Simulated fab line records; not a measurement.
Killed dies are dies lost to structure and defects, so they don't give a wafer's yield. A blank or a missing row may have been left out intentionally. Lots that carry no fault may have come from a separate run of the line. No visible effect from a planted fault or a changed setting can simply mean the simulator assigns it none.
fab line records    flow n5Finfet
[record] lots = 14  wafers = 42  lastDay = 18
route steps=1938 shown WELL_APT@39 FIN_SAQP@99
lots that met no fault: taken from a fault-free run of the same line
startH: hours from the record's first day to the start of the lot's first wafer shown    waitH: time in hours since the lot's previous step    " identical to the entry in the row above    L1.1+2: a row that stands for several wafers    - value missing, or start not given    * or withheld: withheld    < > ~ a bound
route shown NAME@n: a module of which the file shows steps, and the number in the route of the first    usual: average and standard deviation across the fault-free wafers    same: alike in all rows    chamber/n: place in a boat    sites: the reading at each site    _std_site: standard deviation across them    _edge_site: mean of outer sites minus mean of inner sites    radiusMm: how far each site lies from the wafer's centre    mask NAME#n: copy n    behind: the tool/chamber that last shaped the wafer    hold: cause of the lot's hold/its duration in hours/its outcome    device: the transistor (n, p or np) that didn't switch    end of line: tests run on the same wafers once the route is complete    for a step that has no rows: nothing shown but its recipe    killed: count of dies lost to structure and defects at first sort (not the wafer's yield)    map: per-die view of a wafer (x killed, . not killed, _ where there is no die)
set.NAME: the setting that was run; set.NAME@STEP: the one run at that earlier step    model.NAME: the simulator's own value behind a step, which no gauge read
one table for each step of the route and one row for each wafer, over a sample of lots
services: the hour from which a tool's chamber was out of use, counted from the record's first day as startH (under 0 if before that day), plus the number of hours and why
[[steps]]
[step N5_WELL_APT_EXPOSE_22]
[recipe] maskId = PWELL  na = 0.8  sourceShape = conventional  sigmaOuter = 0.8  polarization = unpolarized  defocusNm = 0  targetCdNm = 200  doseMj = 23.2
[usual] exposureDoseMJCm2 = 23.185/0.025  focusOffsetNm = 0.1/0.53  stageVelMmS = 499.94/0.24
lot.wafer  tool           chamber  startH  waitH  mask     exposureDoseMJCm2  focusOffsetNm  stageVelMmS
L490.1     krfScanner-01  0        15.18   -      PWELL#0  23.171             -0.6           499.98
L490.3     "              0        "       "      PWELL#0  23.187             0.0            499.57
L490.5     "              0        "       "      PWELL#0  23.172             -0.3           500.15
L492.1     krfScanner-02  0        26.63   -      PWELL#0  23.153             0.0            500.43
L492.3     "              0        "       "      PWELL#0  23.123             -0.6           500.20
L492.6     "              0        "       "      PWELL#0  23.156             -0.7           499.82
L493.1     krfScanner-02  0        32.97   -      PWELL#0  23.148             -0.2           499.70
L493.3     "              0        "       "      PWELL#0  23.164             -0.1           500.08
L493.5     "              0        "       "      PWELL#0  23.179             0.0            500.02
L495.3     krfScanner-01  -        44.77   -      PWELL#0  -                  -              -
L495.4     "              -        "       "      PWELL#0  -                  -              -
L495.6     "              -        "       "      PWELL#0  -                  -              -
L496.1     krfScanner-02  -        50.88   -      PWELL#0  -                  -              -
L496.2     "              -        "       "      PWELL#0  -                  -              -
L496.6     "              -        "       "      PWELL#0  -                  -              -
L503.2     krfScanner-02  0        93.08   -      PWELL#0  23.138             -0.7           499.47
L503.4     "              0        "       "      PWELL#0  23.170             0.8            499.85
L503.6     "              0        "       "      PWELL#0  23.224             0.2            499.84
L504.2     krfScanner-02  0        98.76   -      PWELL#0  23.162             0.1            499.68
L504.3     "              0        "       "      PWELL#0  23.164             0.1            500.08
L504.5     "              0        "       "      PWELL#0  23.160             0.3            499.61
L506.1     krfScanner-02  0        110.76  -      PWELL#0  23.135             -0.4           500.05
L506.5     "              0        "       "      PWELL#0  23.155             0.2            499.69
L506.6     "              0        "       "      PWELL#0  23.133             -0.2           499.58
L507.2     krfScanner-01  0        116.66  -      PWELL#0  23.210             0.2            499.96
L507.4     "              0        "       "      PWELL#0  23.190             -0.3           500.20
L507.6     "              0        "       "      PWELL#0  23.207             -0.1           499.83
L508.2     krfScanner-01  0        122.78  -      PWELL#0  23.154             0.8            500.11
L508.5     "              0        "       "      PWELL#0  23.167             0.6            499.71
L508.6     "              0        "       "      PWELL#0  23.156             -0.4           499.86
L509.3     krfScanner-01  0        129.03  -      PWELL#0  23.222             0.5            499.83
L509.4     "              0        "       "      PWELL#0  23.199             -0.2           500.03
L509.5     "              0        "       "      PWELL#0  23.216             -0.3           500.17
L510.4     krfScanner-02  0        135.55  -      PWELL#0  23.199             -0.1           500.23
L510.5     "              0        "       "      PWELL#0  23.202             0.1            500.14
L510.6     "              0        "       "      PWELL#0  23.214             0.5            499.72
L511.1     krfScanner-01  0        141.01  -      PWELL#0  23.199             0.2            500.36
L511.5     "              0        "       "      PWELL#0  23.213             0.6            499.82
L511.6     "              0        "       "      PWELL#0  23.167             0.1            500.46
L513.1     krfScanner-02  0        153.60  -      PWELL#0  23.139             0.6            499.62
L513.4     "              0        "       "      PWELL#0  23.188             1.1            499.65
L513.5     "              0        "       "      PWELL#0  23.184             0.8            499.68
[step N5_FIN_SAQP_PECVD_48]
[recipe] material = SiNx  targetThkA = 250  tempC = 400  precursor = SiH4/NH3/N2  pressureTorr = 1.5  rfW = 300  timeS = 22.1
[usual] heaterPowerOuterW = 494/47  heaterPowerW = 824/83  showerheadPlenumPTorr = 5.13/0.089  throttleValvePct = 38.8/1.9
lot.wafer  tool      chamber  startH  waitH  heaterPowerOuterW  heaterPowerW  showerheadPlenumPTorr  throttleValvePct
L490.1     pecvd-02  2        21.57   0.0    446                700           5.21                   38.1
L490.3     "         1        "       "      420                730           5.25                   43.8
L490.5     "         0        "       "      455                804           5.17                   40.9
L492.1     pecvd-02  0        32.76   0.0    491                827           5.19                   40.8
L492.3     "         1        "       "      357                641           5.26                   43.9
L492.6     "         1        "       "      360                657           5.24                   43.8
L493.1     pecvd-04  1        40.56   0.0    525                855           5.22                   38.0
L493.3     "         0        "       "      473                780           5.01                   36.7
L493.5     "         1        "       "      545                865           5.21                   38.1
L503.2     pecvd-04  1        103.82  0.0    518                829           5.21                   38.0
L503.4     "         0        "       "      501                849           5.02                   37.2
L503.6     "         1        "       "      508                817           5.21                   37.8
L504.2     pecvd-03  1        105.53  0.0    487                763           5.03                   40.5
L504.3     "         2        "       "      544                908           5.23                   36.9
L504.5     "         0        "       "      586                1020          5.04                   40.4
L506.1     pecvd-03  1        117.18  0.0    460                769           5.02                   40.3
L506.5     "         1        "       "      464                778           5.02                   40.5
L506.6     "         2        "       "      537                892           5.24                   37.1
L507.2     pecvd-03  1        123.15  0.0    516                835           5.04                   40.4
L507.4     "         2        "       "      467                781           5.23                   37.2
L507.6     "         1        "       "      530                828           5.03                   40.4
L508.2     pecvd-03  2        128.94  0.0    536                893           5.23                   37.0
L508.5     "         2        "       "      547                905           5.23                   37.0
L508.6     "         0        "       "      495                887           5.05                   40.3
L509.3     pecvd-04  0        135.93  0.0    544                879           5.03                   37.2
L509.4     "         2        "       "      431                695           5.14                   37.1
L509.5     "         1        "       "      474                774           5.22                   37.8
L510.4     pecvd-04  2        141.69  0.0    473                740           5.15                   37.2
L510.5     "         1        "       "      497                808           5.21                   38.0
L510.6     "         2        "       "      451                758           5.16                   37.4
L511.1     pecvd-02  2        147.91  0.0    485                741           5.21                   38.7
L511.5     "         0        "       "      473                820           5.18                   41.0
L511.6     "         2        "       "      488                752           5.20                   38.4
L513.1     pecvd-02  2        161.22  0.0    478                758           5.21                   38.6
L513.4     "         1        "       "      404                713           5.23                   43.5
L513.5     "         2        "       "      481                756           5.21                   38.2
[step N5_FIN_SAQP_ETCH_51]
[recipe] chemistry = CF4  target = SiARC  targetDepthA = 455  maskMaterial = CAR-ArF  timeS = 75.8  ionEnergyEv = 80  pressureMtorr = 40  sourceW = 545  biasW = 36  Ar_flow_sccm = 100  cf4FlowSccm = 100  ends = cleared
[usual] drypumpMotorCurrentA = 5.7/0.33  etchRfOnTimeS = 74.4/2.1  oesProductAu = 0.67/0.076  rfVppV = 184.1/1.2  showerheadPlenumPTorr = 2.14/0.073  throttleValvePct = 15.70/0.28
lot.wafer  tool        chamber  startH  waitH  drypumpMotorCurrentA  etchRfOnTimeS  oesProductAu  rfHoursCounterH  rfVppV  showerheadPlenumPTorr  throttleValvePct
L490.1     rieDiel-03  1        22.34   0.0    5.4                   71.8           0.65          162              182.6   2.06                   15.81
L490.3     "           2        "       "      5.7                   73.6           0.68          120              183.5   2.08                   15.53
L490.5     "           0        "       "      5.5                   71.0           0.66          -                184.3   2.22                   15.90
L492.1     rieDiel-01  2        33.67   0.0    6.2                   78.3           0.61          217              184.5   2.21                   15.89
L492.3     "           0        "       "      6.2                   72.2           0.74          69               184.1   2.19                   15.69
L492.6     "           2        "       "      6.2                   78.1           0.60          -                183.9   2.21                   15.89
L493.1     rieDiel-03  2        41.23   0.0    5.7                   74.3           0.67          127              183.0   2.08                   15.57
L493.3     "           3        "       "      5.6                   71.0           0.81          14               184.9   2.19                   15.37
L493.5     "           2        "       "      5.7                   74.3           0.67          -                184.8   2.08                   15.55
L503.2     rieDiel-03  3        104.61  0.0    5.6                   70.9           0.77          34               184.4   2.19                   15.40
L503.4     "           2        "       "      5.7                   75.5           0.65          145              184.0   2.07                   15.60
L503.6     "           0        "       "      5.6                   72.5           0.64          -                185.7   2.21                   15.96
L504.2     rieDiel-05  2        106.73  0.0    5.8                   70.1           0.90          0                184.5   2.12                   15.80
L504.3     "           3        "       "      5.3                   74.6           0.58          249              185.1   2.10                   16.24
L504.5     "           0        "       "      5.8                   76.0           0.65          -                185.0   2.11                   15.49
L506.1     rieDiel-03  0        117.93  0.0    5.6                   74.8           0.62          169              183.5   2.21                   15.96
L506.5     "           2        "       "      5.8                   74.7           0.65          -                183.2   2.07                   15.60
L506.6     "           1        "       "      5.4                   73.4           0.63          -                183.1   2.05                   15.87
L507.2     rieDiel-03  3        123.77  0.0    5.6                   70.4           0.76          41               185.2   2.19                   15.42
L507.4     "           0        "       "      5.5                   73.1           0.62          171              185.9   2.21                   15.96
L507.6     "           1        "       "      5.4                   73.7           0.63          -                183.3   2.05                   15.87
L508.2     rieDiel-01  0        129.64  0.0    6.2                   71.9           0.73          98               184.8   2.18                   15.78
L508.5     "           2        "       "      6.2                   78.3           0.58          -                184.2   2.20                   15.95
L508.6     "           1        "       "      5.9                   75.9           0.70          -                186.8   2.23                   15.36
L509.3     rieDiel-01  3        136.99  0.0    5.1                   75.1           0.57          245              182.4   2.02                   15.78
L509.4     "           0        "       "      6.2                   72.4           0.72          -                182.9   2.18                   15.77
L509.5     "           1        "       "      5.9                   76.5           0.69          -                184.8   2.23                   15.35
L510.4     rieDiel-05  1        142.49  0.0    5.9                   75.2           0.76          41               183.9   2.21                   15.38
L510.5     "           0        "       "      5.8                   75.4           0.64          -                184.0   2.11                   15.53
L510.6     "           1        "       "      5.9                   75.1           0.75          -                184.0   2.21                   15.41
L511.1     rieDiel-01  3        148.95  0.0    5.1                   76.6           0.56          251              182.8   2.02                   15.79
L511.5     "           0        "       "      6.2                   73.2           0.70          -                185.0   2.17                   15.78
L511.6     "           3        "       "      5.1                   76.5           0.56          -                182.4   2.02                   15.80
L513.1     rieDiel-03  2        162.52  0.0    5.7                   76.1           0.64          161              182.3   2.06                   15.64
L513.4     "           0        "       "      5.5                   73.6           0.61          189              186.2   2.20                   16.01
L513.5     "           2        "       "      5.7                   76.0           0.64          -                182.6   2.06                   15.61
[step N5_FIN_SAQP_ETCH_52]
[recipe] chemistry = N2/H2  target = SOC  targetDepthA = 1000  overetchA = 200  maskMaterial = SiARC  tempC = 40  timeS = 150  ionEnergyEv = 200  pressureMtorr = 30  sourceW = 840  biasW = 150  n2FlowSccm = 200  h2FlowSccm = 200  ends = endPoint
[usual] drypumpMotorCurrentA = 5.7/0.33  oesProductAu = 0.69/0.073  rfVppV = 523.9/2.7  showerheadPlenumPTorr = 2.53/0.091  throttleValvePct = 17.8/0.32
lot.wafer  tool        chamber  startH  waitH  drypumpMotorCurrentA  oesProductAu  rfHoursCounterH  rfVppV  showerheadPlenumPTorr  throttleValvePct
L490.1     rieDiel-03  1        22.40   0.0    5.4                   0.67          162              519.1   2.40                   17.8
L490.3     "           2        "       "      5.7                   0.70          120              520.9   2.46                   17.8
L490.5     "           0        "       "      5.5                   0.67          -                527.7   2.64                   18.1
L492.1     rieDiel-01  2        33.73   0.0    6.2                   0.65          217              525.0   2.61                   17.9
L492.3     "           0        "       "      6.2                   0.76          69               524.1   2.56                   17.7
L492.6     "           2        "       "      6.2                   0.65          -                526.2   2.61                   17.9
L493.1     rieDiel-03  2        41.29   0.0    5.7                   0.69          127              521.2   2.46                   17.8
L493.3     "           3        "       "      5.6                   0.82          14               526.2   2.60                   17.6
L493.5     "           2        "       "      5.7                   0.70          -                520.2   2.46                   17.8
L503.2     rieDiel-03  3        104.66  0.0    5.6                   0.78          34               524.9   2.59                   17.6
L503.4     "           2        "       "      5.7                   0.68          145              521.3   2.45                   17.9
L503.6     "           0        "       "      5.6                   0.65          -                526.9   2.63                   18.2
L504.2     rieDiel-05  2        106.78  0.0    5.8                   0.89          0                522.5   2.52                   18.3
L504.3     "           3        "       "      5.3                   0.61          249              522.5   2.49                   18.4
L504.5     "           0        "       "      5.8                   0.69          -                523.6   2.53                   17.8
L506.1     rieDiel-03  0        117.99  0.0    5.5                   0.64          169              527.3   2.63                   18.1
L506.5     "           2        "       "      5.7                   0.68          -                520.9   2.45                   17.9
L506.6     "           1        "       "      5.4                   0.65          -                519.6   2.39                   17.8
L507.2     rieDiel-03  3        123.82  0.0    5.6                   0.77          41               524.6   2.59                   17.6
L507.4     "           0        "       "      5.6                   0.65          171              526.5   2.63                   18.2
L507.6     "           1        "       "      5.4                   0.65          -                523.4   2.39                   17.8
L508.2     rieDiel-01  0        129.70  0.0    6.2                   0.73          98               525.7   2.55                   17.8
L508.5     "           2        "       "      6.2                   0.62          -                524.9   2.59                   18.0
L508.6     "           1        "       "      5.9                   0.73          -                527.5   2.67                   17.6
L509.3     rieDiel-01  3        137.04  0.0    5.1                   0.59          245              520.3   2.39                   18.0
L509.4     "           0        "       "      6.2                   0.73          -                525.7   2.55                   17.8
L509.5     "           1        "       "      5.9                   0.73          -                527.2   2.67                   17.6
L510.4     rieDiel-05  1        142.55  0.0    5.8                   0.78          41               525.5   2.57                   17.3
L510.5     "           0        "       "      5.8                   0.67          -                522.0   2.52                   17.8
L510.6     "           1        "       "      5.8                   0.79          -                525.6   2.57                   17.3
L511.1     rieDiel-01  3        149.00  0.0    5.2                   0.59          251              519.3   2.39                   18.0
L511.5     "           0        "       "      6.2                   0.72          -                524.7   2.54                   17.8
L511.6     "           3        "       "      5.2                   0.59          -                520.1   2.39                   18.0
L513.1     rieDiel-03  2        162.58  0.0    5.7                   0.67          161              521.3   2.44                   17.9
L513.4     "           0        "       "      5.5                   0.63          189              526.6   2.62                   18.2
L513.5     "           2        "       "      5.7                   0.67          -                521.5   2.44                   17.9
[[services]]
tool           chamber  startH  hours  kind
rieDiel-01     3        -0.33   4.1    repair
krfScanner-01  -        6.37    0.8    pm
pecvd-02       -        7.76    2.5    repair
krfScanner-02  -        9.87    3.6    pm
krfScanner-02  -        14.73   0.8    pm
rieDiel-03     2        17.48   1.4    repair
krfScanner-02  -        20.95   1.0    pm
pecvd-03       -        32.50   1.1    repair
rieDiel-03     -        33.78   0.2    repair
krfScanner-01  -        35.16   1.9    repair
pecvd-03       -        43.01   0.8    repair
rieDiel-03     1        52.70   4.1    repair
krfScanner-01  -        54.46   6.0    pm
rieDiel-03     2        60.98   1.8    repair
krfScanner-01  -        83.63   1.3    pm
krfScanner-01  -        84.93   1.0    pm
rieDiel-01     -        87.14   1.0    repair
krfScanner-02  -        87.69   0.8    pm
pecvd-04       0        136.78  13.9   repair
rieDiel-01     -        141.22  1.0    repair
rieDiel-05     -        143.37  14.6   pm
rieDiel-03     3        149.91  2.5    repair
krfScanner-02  -        160.87  4.4    pm
pecvd-03       -        161.43  0.3    repair
[[key]]
[firstSign] step = N5_WELL_APT_EXPOSE_22  reading = toolRecord  direction = missing
effect none on later readings
metAt N5_WELL_APT_EXPOSE_22
struckLots L495,L496
laterRowsLeftOut L495.3,L495.4,L495.6,L496.1,L496.2,L496.6
sortLeftOut L495.3,L495.4,L495.6,L496.1,L496.2,L496.6
notActingAt N5_FIN_SAQP_PECVD_48,N5_FIN_SAQP_ETCH_51,N5_FIN_SAQP_ETCH_52
onsetBetween 32.97 44.77
[fault] kind = skippedStepWhole  tool = krfScanner-01,krfScanner-02  chamber = -  onsetH = 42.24  steps = N5_WELL_APT_EXPOSE_22  scope = struckLotsOnly
// sortLeftOut: the simulated sort isn't trusted on such a fault, so these wafers' sort isn't shown, and their yield isn't known
// laterRowsLeftOut: the simulator's readings of these wafers behind a module that went badly wrong aren't trusted and aren't shown, but for the sort
